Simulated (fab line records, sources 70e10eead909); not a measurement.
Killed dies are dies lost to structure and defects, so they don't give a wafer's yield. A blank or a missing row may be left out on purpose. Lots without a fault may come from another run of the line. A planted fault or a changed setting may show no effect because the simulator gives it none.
Which tool did it? | flow nand_harc | 20 lots, 60 wafers sampled, at 1 step of a route of 1159

WHAT THE GAUGES READ, wafer by wafer
NHARC_A_CHANNEL_HOLE_D1_CD_MEAS_18. Usual: cd_nm 99.5 nm, standard deviation 2.4.
lot  | measured     | on        | cd_nm (nm)        | flag
L075 | day 8 04:34  | cd_sem-01 | 98.9 99.4 98.5    |
L074 | day 8 04:50  | cd_sem-03 | 103.1 103.9 100.9 |
L076 | day 8 22:23  | cd_sem-01 | 94.5 100.3 95.2   |
L077 | day 8 22:37  | cd_sem-02 | 100.4 96.3 100.5  |
L079 | day 9 11:19  | cd_sem-01 | 102.1 96.1 101.5  |
L078 | day 9 12:08  | cd_sem-01 | 100.6 98.3 100.5  |
L080 | day 9 17:29  | cd_sem-02 | 99.1 99.2 102.3   |
L082 | day 10 11:53 | cd_sem-02 | 101.0 101.5 98.7  |
L085 | day 11 11:37 | cd_sem-02 | 99.8 101.1 101.0  |
L086 | day 11 12:01 | cd_sem-03 | 100.6 98.3 100.9  |
L088 | day 11 20:42 | cd_sem-02 | 98.1 97.8 99.0    |
L087 | day 11 21:08 | cd_sem-02 | 106.5 99.1 105.2  |
L090 | day 12 09:20 | cd_sem-01 | 98.2 98.5 94.7    |
L089 | day 12 09:32 | cd_sem-03 | 97.5 100.6 102.3  |
L091 | day 12 14:06 | cd_sem-03 | 100.3 96.9 98.3   |
L092 | day 12 14:22 | cd_sem-01 | 100.0 104.1 100.1 |
L093 | day 12 22:50 | cd_sem-01 | 96.6 98.6 97.6    |
L096 | day 13 17:58 | cd_sem-01 | 101.2 99.9 99.2   |
L095 | day 13 18:45 | cd_sem-01 | 100.7 102.8 102.1 |
L097 | day 14 02:18 | cd_sem-01 | 101.5 101.3 99.0  |

WHICH TOOL RAN EACH LOT (tool, then ch and the chambers of the sampled wafers, then the start)
The record holds no process step before these readings.

WHAT THE TOOLS THEMSELVES READ (means of the sampled wafers that have a number; where no wafer has one, the mark that the record gives instead)
The record holds no such reading with a usual standard deviation.

THE ANSWER, worked out from the rows above alone
Rule: a lot is off if the mean of its wafers that have a number lies more than 3 standard deviations from the usual mean. A lot without any number at a reading at which 4 lots or more have one is off too. The other lots that the step has rows for count as sound. The gauges are gone through in route order, then the tools' own readings, and for those a lot's mean is taken as printed above. The first step at which some lot is off is used, and at that step the reading that is off furthest; a lot without a number counts as furthest.
No lot is off at any reading shown: from this, nothing can be told.

WHAT THE SIMULATOR HAD PUT IN
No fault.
